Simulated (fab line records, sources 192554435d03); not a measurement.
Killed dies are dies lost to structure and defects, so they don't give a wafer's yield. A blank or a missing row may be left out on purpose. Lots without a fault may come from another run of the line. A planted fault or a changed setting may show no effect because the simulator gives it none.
Which tool did it? | flow n5_finfet | 10 lots, 30 wafers sampled, at 1 step of a route of 1938

WHAT THE GAUGES READ, wafer by wafer
N5_BEOL_M7_INSPECT_30: inspects for defects (brightfield). Usual: raw_defect_count 410, standard deviation 90.
lot  | measured     | on                | raw_defect_count | flag
L610 | day 9 00:05  | defect_inspect-01 | 389 402 266      |
L611 | day 9 07:58  | defect_inspect-02 | 463 456 378      |
L618 | day 11 15:41 | defect_inspect-02 | 331 497 296      |
L619 | day 12 02:09 | defect_inspect-02 | 561 573 365      |
L620 | day 12 04:23 | defect_inspect-01 | 373 442 497      |
L628 | day 13 23:13 | defect_inspect-01 | 359 456 325      |
L629 | day 14 06:13 | defect_inspect-02 | 271 496 394      |
L630 | day 14 16:14 | defect_inspect-02 | 355 298 374      |
L633 | day 15 08:03 | defect_inspect-02 | 592 512 504      |
L632 | day 15 10:04 | defect_inspect-01 | 577 394 468      |

WHICH TOOL RAN EACH LOT (tool, then ch and the chambers of the sampled wafers, then the start)
The record holds no process step before these readings.

WHAT THE TOOLS THEMSELVES READ (means of the sampled wafers that have a number; where no wafer has one, the mark that the record gives instead)
The record holds no such reading with a usual standard deviation.

THE ANSWER, worked out from the rows above alone
Rule: a lot is off if the mean of its wafers that have a number lies more than 3 standard deviations from the usual mean. A lot without any number at a reading at which 4 lots or more have one is off too. The other lots that the step has rows for count as sound. The gauges are gone through in route order, then the tools' own readings, and for those a lot's mean is taken as printed above. The first step at which some lot is off is used, and at that step the reading that is off furthest; a lot without a number counts as furthest.
No lot is off at any reading shown: from this, nothing can be told.

WHAT THE SIMULATOR HAD PUT IN
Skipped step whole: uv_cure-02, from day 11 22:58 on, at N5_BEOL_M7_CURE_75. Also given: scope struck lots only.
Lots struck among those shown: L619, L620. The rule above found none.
